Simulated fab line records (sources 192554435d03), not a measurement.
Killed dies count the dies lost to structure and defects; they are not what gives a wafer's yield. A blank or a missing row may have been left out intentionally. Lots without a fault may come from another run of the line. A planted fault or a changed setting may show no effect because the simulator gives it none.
Which of the tools did it? -- flow n5_finfet -- 20 wafers from 7 lots sampled at 3 of the route's 1938 steps

WHAT THE GAUGES READ, wafer by wafer
N5_MIM_TOP_LITHO_OVL_MEAS_11.
lot,measured,on,MIM_TOP_OVL (nm)
L955,day 13 09:49,overlay-01,2 9
L958,day 14 17:37,overlay-02,1 -3 -5
L963,day 15 20:37,overlay-02,3 2 -5
L967,day 16 20:26,overlay-01,3 1 1
L966,day 17 16:22,overlay-01,-12 -7 -5
L974,day 18 15:49,overlay-01,- - -
L976,day 19 23:03,overlay-02,-3 0 4

WHICH TOOL RAN EACH LOT (tool, then ch and the chambers of the sampled wafers, then the start)
lot,N5_MIM_TOP_SPUTTER_03,N5_MIM_TOP_LITHO_PEB_06
L955,"pvd_sputter-03, day 13 09:24","litho_track-01 ch 0, day 13 09:40"
L958,"pvd_sputter-02, day 14 17:04","litho_track-04 ch 0, day 14 17:28"
L963,"pvd_sputter-03, day 15 20:12","litho_track-04 ch 0, day 15 20:28"
L967,"pvd_sputter-03, day 16 19:53","litho_track-02 ch 0, day 16 20:17"
L966,"pvd_sputter-01, day 17 15:57","litho_track-04 ch 0, day 17 16:13"
L974,"pvd_sputter-02, day 18 15:14","litho_track-02, day 18 15:40"
L976,"pvd_sputter-01, day 19 22:30","litho_track-02 ch 0, day 19 22:54"
- N5_MIM_TOP_SPUTTER_03: material TiN, target thk 35 nm, time 89.7 s.
- N5_MIM_TOP_LITHO_PEB_06

THE ANSWER, worked out from the rows above alone
Rule: usual is defined by the lots themselves. Put in order of their means at a reading, lots are off if they are a third of the lots or fewer, leave a main group of 4 or more, and stand apart from it by a gap of 3 or more times the standard deviation of the main group's means; of several such gaps the widest counts. Not used: any main group whose means are identical at the precision the tables above print for the reading. A lot without any number at a reading at which 4 lots or more have one is off too. All remaining lots with rows at the step are treated as sound.
Off: at N5_MIM_TOP_LITHO_OVL_MEAS_11 (MIM_TOP_OVL), L974. Without a number there: L974. Main group: mean -0 nm, sd 4.1.
If a tool, at a process step before that reading, ran all the lots that are off and no sound lot after the first of them, it fits. Those tools and the gauges at N5_MIM_TOP_LITHO_OVL_MEAS_11 are tried in the same way. This does not decide it: 2 tools fit, namely pvd_sputter-02 at N5_MIM_TOP_SPUTTER_03 and overlay-01 at N5_MIM_TOP_LITHO_OVL_MEAS_11.

WHAT THE SIMULATOR HAD PUT IN
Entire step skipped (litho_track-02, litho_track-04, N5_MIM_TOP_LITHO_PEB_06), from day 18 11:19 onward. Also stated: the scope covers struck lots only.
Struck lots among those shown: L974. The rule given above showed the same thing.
